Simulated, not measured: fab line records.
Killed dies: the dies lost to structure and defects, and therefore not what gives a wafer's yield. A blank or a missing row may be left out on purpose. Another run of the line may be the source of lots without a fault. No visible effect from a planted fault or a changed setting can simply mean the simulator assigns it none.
Which tool is to blame? | flow n5Finfet | Sampling: 11 lots, 31 wafers, 6 of 1938 route steps

== WHAT THE GAUGES READ, wafer by wafer ==
N5_BEOL_M6_THK_MEAS_01.
lot  | measured     | on           | M6_ILD_THK (nm)
L610 | day 8 16:12  | filmMetro-02 | 152.4 154.7 155.1
L612 | day 9 01:08  | filmMetro-01 | 152.7 154.4 155.7
L613 | day 9 22:06  | filmMetro-01 | 152.5 154.4 154.1
L614 | day 10 00:28 | filmMetro-01 | 154.3 152.9 156.2
L615 | day 10 18:14 | filmMetro-02 | 152.6 149.7
L618 | day 11 05:18 | filmMetro-01 | 153.6 154.7 157.0
L622 | day 11 19:48 | filmMetro-01 | 154.4 154.8
L626 | day 13 10:20 | filmMetro-02 | 154.6 153.2 154.5
L628 | day 13 11:27 | filmMetro-02 | 152.2 154.3 153.4
L630 | day 14 00:47 | filmMetro-02 | 153.9 155.0 155.6
L631 | day 14 03:53 | filmMetro-01 | 155.1 157.7 156.7

N5_BEOL_M6_INSPECT_13: inspects for defects (brightfield).
lot  | measured     | on               | rawDefectCount
L610 | day 8 16:43  | defectInspect-02 | 496 369 428
L612 | day 9 02:01  | defectInspect-01 | 432 387 391
L613 | day 9 23:17  | defectInspect-02 | 350 351 403
L614 | day 10 02:15 | defectInspect-02 | 344 378 355
L615 | day 10 20:17 | defectInspect-01 | 846 837
L618 | day 11 06:55 | defectInspect-01 | 976 820 860
L622 | day 11 23:19 | defectInspect-02 | 561 494
L626 | day 13 12:07 | defectInspect-01 | 415 371 279
L628 | day 13 12:32 | defectInspect-02 | 376 461 358
L630 | day 14 02:19 | defectInspect-02 | 545 572 517
L631 | day 14 05:22 | defectInspect-02 | 337 331 471

N5_BEOL_M6_INSPECT_30: inspects for defects (brightfield).
lot  | measured     | on               | rawDefectCount
L610 | day 8 17:47  | defectInspect-01 | 500 346 422
L612 | day 9 03:31  | defectInspect-02 | 435 373 384
L613 | day 10 01:19 | defectInspect-01 | 341 338 342
L614 | day 10 03:14 | defectInspect-01 | 345 372 370
L615 | day 10 22:34 | defectInspect-02 | 825 892
L618 | day 11 11:04 | defectInspect-02 | 975 833 859
L622 | day 12 01:25 | defectInspect-01 | 550 487
L626 | day 13 13:07 | defectInspect-01 | 398 356 266
L628 | day 13 13:39 | defectInspect-01 | 362 487 338
L630 | day 14 03:15 | defectInspect-01 | 569 597 526
L631 | day 14 07:15 | defectInspect-01 | 330 336 483

== WHAT TOOL EACH LOT RAN ON (gives the tool, then ch and the chambers of the sampled wafers, and finally the start) ==
lot  | N5_BEOL_M5_DEP_56               | N5_BEOL_M6_CURE_74           | N5_BEOL_M6_HM_DEP_02
L610 | pecvd-01 ch 0,1,2, day 8 15:29  | uvCure-02 ch 2, day 8 15:41  | pvdSputter-01, day 8 16:17
L612 | pecvd-02 ch 0,2, day 9 00:26    | uvCure-03 ch 0, day 9 00:42  | pvdSputter-01, day 9 01:18
L613 | pecvd-01 ch 1,2, day 9 20:55    | uvCure-02 ch 1, day 9 21:40  | pvdSputter-02, day 9 22:44
L614 | pecvd-01 ch 0,2, day 9 23:46    | uvCure-03 ch 0, day 10 00:02 | pvdSputter-02, day 10 01:42
L615 | pecvd-01 ch 0,1, day 10 17:31   | uvCure-03 ch 0, day 10 18:02 | pvdSputter-01, day 10 19:54
L618 | pecvd-01 ch 0,1, day 11 04:35   | uvCure-02 ch 0, day 11 04:47 | pvdSputter-01, day 11 06:20
L622 | pecvd-01 ch 1,2, day 11 19:05   | uvCure-01 ch 0, day 11 19:17 | pvdSputter-02, day 11 22:46
L626 | pecvd-01 ch 0,1,2, day 13 09:38 | uvCure-02 ch 0, day 13 09:49 | pvdSputter-02, day 13 11:41
L628 | pecvd-01 ch 0,1, day 13 10:44   | uvCure-01 ch 2, day 13 10:56 | pvdSputter-03, day 13 12:07
L630 | pecvd-04 ch 0,1,2, day 14 00:04 | uvCure-03 ch 0, day 14 00:21 | pvdSputter-03, day 14 01:53
L631 | pecvd-01 ch 0,2, day 14 03:10   | uvCure-01 ch 2, day 14 03:22 | pvdSputter-01, day 14 04:49
- N5_BEOL_M5_DEP_56: deposits SiCN from 3MS/NH3, target thk 8 nm, time 14 s.
- N5_BEOL_M6_CURE_74: cures SiCOH lowk, time 240 s.
- N5_BEOL_M6_HM_DEP_02: deposits TiN, target thk 20 nm.

== WHAT THE TOOLS THEMSELVES READ (means of the sampled wafers that have a number; where no wafer has one, the mark that the record gives instead) ==
N5_BEOL_M5_DEP_56.
lot  | tool     | showerheadPlenumPTorr (Torr) | throttleValvePct (%)
L610 | pecvd-01 | 3.684                        | 9.8
L612 | pecvd-02 | 3.664                        | 9.6
L613 | pecvd-01 | 3.679                        | 10.1
L614 | pecvd-01 | 3.681                        | 9.4
L615 | pecvd-01 | 3.683                        | 9.3
L618 | pecvd-01 | 3.681                        | 9.5
L622 | pecvd-01 | 3.672                        | 9.4
L626 | pecvd-01 | 3.678                        | 9.3
L628 | pecvd-01 | 3.685                        | 9.3
L630 | pecvd-04 | 3.655                        | 9.1
L631 | pecvd-01 | 3.678                        | 8.9

N5_BEOL_M6_CURE_74.
lot  | tool      | lampPowerPct (%) | wafer_temp_C_max
L610 | uvCure-02 | 52.34            | 386.7
L612 | uvCure-03 | 52.36            | 386.4
L613 | uvCure-02 | 52.29            | 386.5
L614 | uvCure-03 | 52.33            | 386.8
L615 | uvCure-03 | 52.25            | 386.4
L618 | uvCure-02 | 52.27            | 388.1
L622 | uvCure-01 | 52.28            | 386.2
L626 | uvCure-02 | 52.34            | 387.4
L628 | uvCure-01 | 52.29            | 386.9
L630 | uvCure-03 | 52.34            | 386.3
L631 | uvCure-01 | 52.33            | 386.7

N5_BEOL_M6_HM_DEP_02.
lot  | tool          | chamberPressurePa (Pa) | substrateTempC (C) | throttleValvePct (%)
L610 | pvdSputter-01 | 0.5001                 | 25.00              | 30.9
L612 | pvdSputter-01 | 0.5003                 | 25.11              | 30.4
L613 | pvdSputter-02 | 0.4991                 | 24.94              | 30.7
L614 | pvdSputter-02 | 0.5000                 | 25.01              | 30.1
L615 | pvdSputter-01 | 0.4998                 | 25.05              | 30.7
L618 | pvdSputter-01 | 0.5003                 | 24.99              | 30.4
L622 | pvdSputter-02 | 0.5012                 | 25.07              | 31.2
L626 | pvdSputter-02 | 0.4996                 | 24.91              | 30.0
L628 | pvdSputter-03 | 0.5001                 | 25.04              | 30.0
L630 | pvdSputter-03 | 0.4999                 | 24.92              | 30.2
L631 | pvdSputter-01 | 0.4999                 | 24.97              | 30.5

== THE ANSWER, worked out from the rows above alone ==
Rule: what is usual is taken from the lots themselves. Put in order of their means at a reading, lots are off if they are a third of the lots or fewer, leave a main group of 4 or more, and stand apart from it by a gap of 3 or more times the standard deviation of the main group's means; of several such gaps the widest counts. Not used: any main group whose means are identical at the precision the tables above print for the reading. A lot without any number at a reading at which 4 lots or more have one is off too. Any other lot the step has rows for is counted as sound. The gauges are gone through in route order, then the tools' own readings, and for those a lot's mean is taken as printed above. At the first step where some lot is off, the reading lying furthest off is the one used; lots without a number count as furthest.
Off: L615, L618 (N5_BEOL_M6_INSPECT_13, rawDefectCount). The main group has a mean of 418 with a standard deviation of 67.
If a tool, at a process step before that reading, ran all the lots that are off and no sound lot after the first of them, it fits. Not tried: the gauges at N5_BEOL_M6_INSPECT_13; whatever is off there is also off at N5_BEOL_M6_INSPECT_30, on other tools, and gauge error can't account for it. No candidate that was tried fits.

== WHAT THE SIMULATOR PUT IN ==
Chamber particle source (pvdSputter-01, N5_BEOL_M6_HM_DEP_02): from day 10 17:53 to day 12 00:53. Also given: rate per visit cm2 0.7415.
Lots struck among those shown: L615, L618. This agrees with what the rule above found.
